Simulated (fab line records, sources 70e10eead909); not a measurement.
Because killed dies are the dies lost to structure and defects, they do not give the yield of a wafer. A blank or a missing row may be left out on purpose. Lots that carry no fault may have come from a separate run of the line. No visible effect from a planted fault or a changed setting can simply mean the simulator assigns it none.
Matching of chambers	flow nand-harc	pecvd-02 running NHARC_A_M0_DEP_32: 3 sister chambers
The step deposits SiCN, target thk 30 nm. 6 wafers are shown with their chamber, then 10 later ones without.

EACH WAFER AND ITS CHAMBER
wafer	chamber	heater-power-w (W)
L085.4	1	440
L086.3	2	460
L086.4	1	544
L086.6	0	466
L088.1	2	454
L088.4	0	527

WAFERS WHOSE CHAMBER IS MISSING
wafer	heater-power-w (W)
L088.5	455
L093.3	532
L093.4	510
L093.5	545
L095.2	533
L095.3	499
L095.5	537
L097.3	493
L097.4	466
L097.6	504

WHICH CHAMBER EACH ONE RAN IN
wafer	from the rows above	in truth
L088.5	can't be placed: 2 or 1 or 0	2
L093.3	can't be placed: 0 or 1 or 2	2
L093.4	can't be placed: 0 or 1 or 2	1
L093.5	can't be placed: 0 or 1 or 2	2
L095.2	can't be placed: 0 or 1 or 2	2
L095.3	can't be placed: 0 or 1 or 2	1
L095.5	can't be placed: 0 or 1 or 2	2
L097.3	can't be placed: 1 or 0 or 2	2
L097.4	can't be placed: 2 or 1 or 0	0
L097.6	can't be placed: 0 or 1 or 2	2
0 of 10 placed correctly. Cannot be placed on the basis of these rows: 10; the candidates contain the true chamber in 10. Number placed wrongly: 0.
How it was worked out, from the rows above alone: a wafer's distance from a chamber is the root of the sum, over the readings, of the square of ((its reading less the chamber's mean) divided by the reading's scatter). The wafer belongs to the nearest chamber; if the next one is less than 2 further off, it can't be placed. Each chamber's mean is taken over the wafers shown for it. The scatter: the root of (the sum of the squares of (reading less its chamber's mean) over the shown wafers, divided by (wafers less chambers)).
